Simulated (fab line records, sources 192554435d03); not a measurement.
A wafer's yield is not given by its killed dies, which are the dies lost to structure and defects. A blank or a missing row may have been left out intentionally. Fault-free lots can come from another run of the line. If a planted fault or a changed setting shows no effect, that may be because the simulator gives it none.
The tool behind it: which one?	flow n5-finfet	66 wafers from 22 lots sampled at 5 of the route's 1938 steps

## WHAT EACH GAUGE READ, for each wafer
N5_BEOL_M11_OVL_MEAS_12. Usual: M11_OVL gives -0.5 nm (standard deviation 0.84).
lot	measured	on	M11_OVL (nm)	flag
L074	day 9 17:44	overlay-02	-2.0 -2.4 -1.0	
L076	day 10 05:36	overlay-02	-1.4 -0.8 -1.1	
L075	day 10 11:46	overlay-01	-1.9 -1.4 -0.2	
L077	day 11 06:56	overlay-01	-0.6 -0.7 -0.5	
L079	day 11 10:46	overlay-01	0.2 -1.5 -0.1	
L080	day 11 14:52	overlay-01	-0.7 -0.4 -2.0	
L078	day 11 15:01	overlay-02	-2.0 -0.6 -2.4	
L082	day 11 18:35	overlay-02	0.5 0.1 1.5	
L083	day 12 14:22	overlay-02	0.3 -0.8 0.1	
L084	day 12 14:25	overlay-01	-0.3 -0.6 0.7	
L085	day 12 23:10	overlay-02	-1.0 0.0 -1.2	
L086	day 13 10:07	overlay-01	-0.5 0.9 0.0	
L088	day 13 13:37	overlay-02	0.0 -0.7 -1.9	
L087	day 13 13:46	overlay-01	-0.5 -0.2 -0.6	
L089	day 14 04:50	overlay-01	-0.8 -0.6 0.4	
L092	day 14 09:28	overlay-02	-0.5 -1.1 0.3	
L091	day 14 09:37	overlay-02	-0.6 -0.5 -2.5	
L090	day 14 09:47	overlay-01	0.6 0.7 -0.2	
L093	day 14 19:59	overlay-02	0.4 -0.3 0.1	
L095	day 15 05:10	overlay-02	-1.1 -1.0 -0.5	
L096	day 16 03:31	overlay-01	0.9 0.9 1.4	
L097	day 16 04:07	overlay-01	-1.3 0.6 -1.0	

N5_BEOL_M12_THK_MEAS_01. Usual: M12_ILD_THK gives 658 nm (standard deviation 9.3).
lot	measured	on	M12_ILD_THK (nm)	flag
L074	day 10 02:14	film-metro-01	654 658 657	
L076	day 10 10:47	film-metro-02	663 663 666	
L075	day 10 16:02	film-metro-01	655 649 671	
L077	day 11 11:49	film-metro-01	658 664 662	
L079	day 11 18:48	film-metro-01	646 656 653	
L080	day 11 21:38	film-metro-01	646 657 662	
L078	day 11 21:59	film-metro-01	651 654 670	
L082	day 12 00:29	film-metro-02	654 645 660	
L083	day 12 21:29	film-metro-01	656 657 663	
L084	day 12 21:19	film-metro-01	650 649 649	
L085	day 13 06:07	film-metro-02	657 661 663	
L086	day 13 15:22	film-metro-01	647 655 654	
L088	day 13 19:29	film-metro-02	652 673 660	
L087	day 13 20:00	film-metro-01	651 655 651	
L089	day 14 11:08	film-metro-01	661 673 670	
L092	day 14 18:06	film-metro-01	656 658 664	
L091	day 14 16:37	film-metro-01	667 663 672	
L090	day 14 18:22	film-metro-02	643 638 663	
L093	day 15 01:12	film-metro-02	648 667 670	
L095	day 15 10:15	film-metro-02	646 648 649	
L096	day 16 08:54	film-metro-02	658 662 662	
L097	day 16 09:11	film-metro-02	642 644 660	

N5_BEOL_M12_INSPECT_12: inspects for defects (macro). Usual: raw-defect-count at 2.2, with a standard deviation of 1.5.
lot	measured	on	raw-defect-count	flag
L074	day 10 02:43	defect-inspect-02	4 4 0	
L076	day 10 11:16	defect-inspect-02	1 2 4	
L075	day 10 16:31	defect-inspect-01	2 1 2	
L077	day 11 12:19	defect-inspect-02	1 1 4	
L079	day 11 19:17	defect-inspect-01	1 3 4	
L080	day 11 22:07	defect-inspect-02	2 2 1	
L078	day 11 22:28	defect-inspect-02	0 2 4	
L082	day 12 00:51	defect-inspect-02	3 2 2	
L083	day 12 21:58	defect-inspect-02	4 2 2	
L084	day 12 21:49	defect-inspect-01	3 2 3	
L085	day 13 06:36	defect-inspect-02	0 1 6	
L086	day 13 15:43	defect-inspect-02	1 4 4	
L088	day 13 19:58	defect-inspect-01	1 4 1	
L087	day 13 20:29	defect-inspect-02	2 3 3	
L089	day 14 11:29	defect-inspect-02	2 3 4	
L092	day 14 18:35	defect-inspect-01	3 4 3	
L091	day 14 16:58	defect-inspect-01	2 2 5	
L090	day 14 18:43	defect-inspect-02	1 2 5	
L093	day 15 01:33	defect-inspect-02	7 2 1	
L095	day 15 10:44	defect-inspect-02	4 2 0	
L096	day 16 09:23	defect-inspect-01	2 0 2	
L097	day 16 09:32	defect-inspect-02	0 1 2	

## WHICH TOOL RAN EACH LOT (tool, then ch and the chambers of the sampled wafers, then the start)
lot	N5_BEOL_M11_STRIP_67	N5_BEOL_M11_ETCH_65
L074	rie-diel-01 ch 0,1,3, day 9 18:20	rie-diel-04 ch 0,2,3, day 9 23:04
L076	rie-diel-01 ch 1,2, day 10 06:06	rie-diel-04 ch 0,1,2, day 10 07:03
L075	rie-diel-02 ch 1,2, day 10 12:04	rie-diel-01 ch 1,3, day 10 12:44
L077	rie-diel-02 ch 1,2,3, day 11 07:13	rie-diel-01 ch 2,3, day 11 07:57
L079	rie-diel-04 ch 1,2,3, day 11 11:04	rie-diel-04 ch 1,2,3, day 11 13:24
L080	rie-diel-01 ch 0,2,3, day 11 15:09	rie-diel-02 ch 0,1,3, day 11 17:38
L078	rie-diel-02 ch 2,3, day 11 15:19	rie-diel-04 ch 1,2, day 11 17:47
L082	rie-diel-02 ch 0,1, day 11 19:06	rie-diel-02 ch 1,2, day 11 19:44
L083	rie-diel-01 ch 0,1,3, day 12 14:49	rie-diel-01 ch 0,1,3, day 12 16:50
L084	rie-diel-02 ch 0,2,3, day 12 15:00	rie-diel-02 ch 0,1,3, day 12 16:52
L085	rie-diel-02 ch 0,1,3, day 13 00:06	rie-diel-02 ch 0,2,3, day 13 00:58
L086	rie-diel-04 ch 0,2,3, day 13 10:40	rie-diel-02 ch 0,1,2, day 13 12:35
L088	rie-diel-02 ch 1,2, day 13 14:05	rie-diel-04 ch 1,2, day 13 14:43
L087	rie-diel-01 ch 0,1, day 13 14:05	rie-diel-01 ch 2,3, day 13 15:28
L089	rie-diel-04 ch 1,2, day 14 05:07	rie-diel-01 ch 1,2, day 14 07:56
L092	rie-diel-02 ch 0,3, day 14 09:45	rie-diel-02 ch 0,1, day 14 13:44
L091	rie-diel-04 ch 1,3, day 14 09:55	rie-diel-02 ch 0,3, day 14 13:11
L090	rie-diel-01 ch 0,1,3, day 14 10:06	rie-diel-02 ch 0,3, day 14 14:12
L093	rie-diel-02 ch 0,1,3, day 14 20:17	rie-diel-02 ch 0,1,3, day 14 21:36
L095	rie-diel-02 ch 0,2,3, day 15 05:31	rie-diel-01 ch 0,1,2, day 15 06:20
L096	rie-diel-02 ch 0,1,3, day 16 03:49	rie-diel-01 ch 0,1, day 16 05:02
L097	rie-diel-01 ch 0,3, day 16 04:25	rie-diel-02 ch 2,3, day 16 06:25
- N5_BEOL_M11_STRIP_67: strips in CF4.
- N5_BEOL_M11_ETCH_65: etches SiARC in CF4, target depth 39 nm, time 65 s.

## AS READ BY THE TOOLS THEMSELVES (means over the sampled wafers that have a number; for cases with no such wafer, the mark the record gives instead)
N5_BEOL_M11_STRIP_67. Usual: chamber-pressure-mTorr 50.00 mTorr, standard deviation 0.047; drypump-motor-current-A 5.5 A, standard deviation 0.47; oes-product-au 0.80 a.u., standard deviation 0.095; rf-vpp-V 271.5 V, standard deviation 1.5; showerhead-plenum-p-Torr 1.81 Torr, standard deviation 0.056; throttle-valve-pct 13.5 %, standard deviation 0.32.
lot	tool	chamber-pressure-mTorr (mTorr)	drypump-motor-current-A (A)	oes-product-au (a.u.)	rf-vpp-V (V)	showerhead-plenum-p-Torr (Torr)	throttle-valve-pct (%)	flag
L074	rie-diel-01	50.00	5.7	0.82	271.7	1.83	13.4	
L076	rie-diel-01	50.04	5.6	0.79	270.9	1.76	13.5	
L075	rie-diel-02	50.02	5.3	0.71	271.8	1.80	13.7	
L077	rie-diel-02	49.97	5.2	0.75	270.6	1.80	13.7	
L079	rie-diel-04	50.05	5.3	0.83	271.5	1.82	13.5	
L080	rie-diel-01	50.03	5.5	0.73	271.3	1.83	13.7	
L078	rie-diel-02	49.97	5.0	0.79	270.3	1.76	13.6	
L082	rie-diel-02	50.01	5.9	0.78	272.4	1.85	13.6	
L083	rie-diel-01	49.97	5.6	0.79	271.7	1.82	13.4	
L084	rie-diel-02	50.01	5.5	0.80	271.7	1.78	13.4	
L085	rie-diel-02	50.01	5.7	0.82	271.9	1.82	13.5	
L086	rie-diel-04	49.99	5.3	0.80	271.6	1.79	13.7	
L088	rie-diel-02	50.02	5.3	0.70	271.0	1.80	13.7	
L087	rie-diel-01	49.98	5.5	0.82	272.2	1.83	13.4	
L089	rie-diel-04	50.00	4.8	0.85	272.2	1.87	13.4	
L092	rie-diel-02	49.98	6.0	0.85	271.7	1.79	13.2	
L091	rie-diel-04	50.00	5.7	0.93	273.1	1.89	13.5	
L090	rie-diel-01	49.96	5.6	0.78	271.0	1.82	13.5	
L093	rie-diel-02	50.01	5.7	0.80	271.7	1.81	13.5	
L095	rie-diel-02	49.98	5.5	0.88	270.8	1.78	13.2	
L096	rie-diel-02	50.02	5.7	0.79	271.6	1.81	13.6	
L097	rie-diel-01	50.01	5.6	0.70	272.7	1.85	13.7	

N5_BEOL_M11_ETCH_65. Usual: bias-w 36.00 W, standard deviation 0.11; chamber-pressure-mTorr 40.00 mTorr, standard deviation 0.036; drypump-motor-current-A 5.5 A, standard deviation 0.51; etch-rf-on-time-s 64.1 s, standard deviation 1.6; oes-product-au 0.69 a.u., standard deviation 0.084; rf-vpp-V 184.1 V, standard deviation 1.1; showerhead-plenum-p-Torr 2.16 Torr, standard deviation 0.068; throttle-valve-pct 15.5 %, standard deviation 0.32.
lot	tool	bias-w (W)	chamber-pressure-mTorr (mTorr)	drypump-motor-current-A (A)	etch-rf-on-time-s (s)	oes-product-au (a.u.)	rf-vpp-V (V)	showerhead-plenum-p-Torr (Torr)	throttle-valve-pct (%)	flag
L074	rie-diel-04	36.11	39.99	5.3	63.7	0.72	183.6	2.14	15.6	
L076	rie-diel-04	36.01	40.00	5.1	62.9	0.79	183.2	2.19	15.4	
L075	rie-diel-01	35.82	40.02	5.9	61.7	0.75	183.7	2.14	15.3	
L077	rie-diel-01	36.03	40.02	5.6	64.2	0.60	184.1	2.18	15.7	
L079	rie-diel-04	36.00	40.02	5.2	64.3	0.71	183.8	2.16	15.6	
L080	rie-diel-02	36.04	40.00	5.7	64.2	0.71	183.9	2.17	15.5	
L078	rie-diel-04	35.99	40.01	5.0	63.6	0.78	184.8	2.21	15.3	
L082	rie-diel-02	35.97	39.99	5.4	64.3	0.61	184.1	2.19	15.8	
L083	rie-diel-01	35.94	40.02	5.7	62.7	0.70	184.1	2.18	15.5	
L084	rie-diel-02	36.01	40.05	5.7	63.9	0.70	184.2	2.17	15.5	
L085	rie-diel-02	36.04	39.98	5.5	66.1	0.68	183.7	2.13	15.4	
L086	rie-diel-02	36.08	39.97	5.8	66.0	0.65	184.6	2.17	15.5	
L088	rie-diel-04	35.99	39.98	4.9	63.0	0.75	185.1	2.24	15.4	
L087	rie-diel-01	35.89	40.00	5.5	65.6	0.58	184.2	2.15	15.8	
L089	rie-diel-01	36.02	40.00	5.6	65.0	0.65	184.7	2.10	15.6	
L092	rie-diel-02	36.05	40.02	5.9	64.6	0.66	185.0	2.20	15.6	
L091	rie-diel-02	35.98	39.98	5.4	63.6	0.72	184.9	2.12	15.5	
L090	rie-diel-02	35.84	40.01	6.0	64.0	0.73	183.9	2.14	15.3	
L093	rie-diel-02	36.00	39.99	5.7	64.4	0.68	184.9	2.16	15.6	
L095	rie-diel-01	35.90	40.03	5.6	63.6	0.68	184.8	2.14	15.5	
L096	rie-diel-01	35.91	40.01	5.7	62.7	0.73	183.0	2.13	15.3	
L097	rie-diel-02	36.12	40.00	5.1	65.6	0.77	183.5	2.10	15.4	

## THE ANSWER, worked out from the rows above alone
Rule: a lot counts as off when the mean over its wafers that have a number is more than 3 standard deviations away from the usual mean. A lot without any number at a reading at which 4 lots or more have one is off too. Any other lot the step has rows for is counted as sound. The gauges are gone through in route order, then the tools' own readings, and for those a lot's mean is taken as printed above. The first step at which some lot is off is used, and at that step the reading that is off furthest; a lot without a number counts as furthest.
None of the lots is off at any reading shown; this tells nothing.

## WHAT THE SIMULATOR PUT IN
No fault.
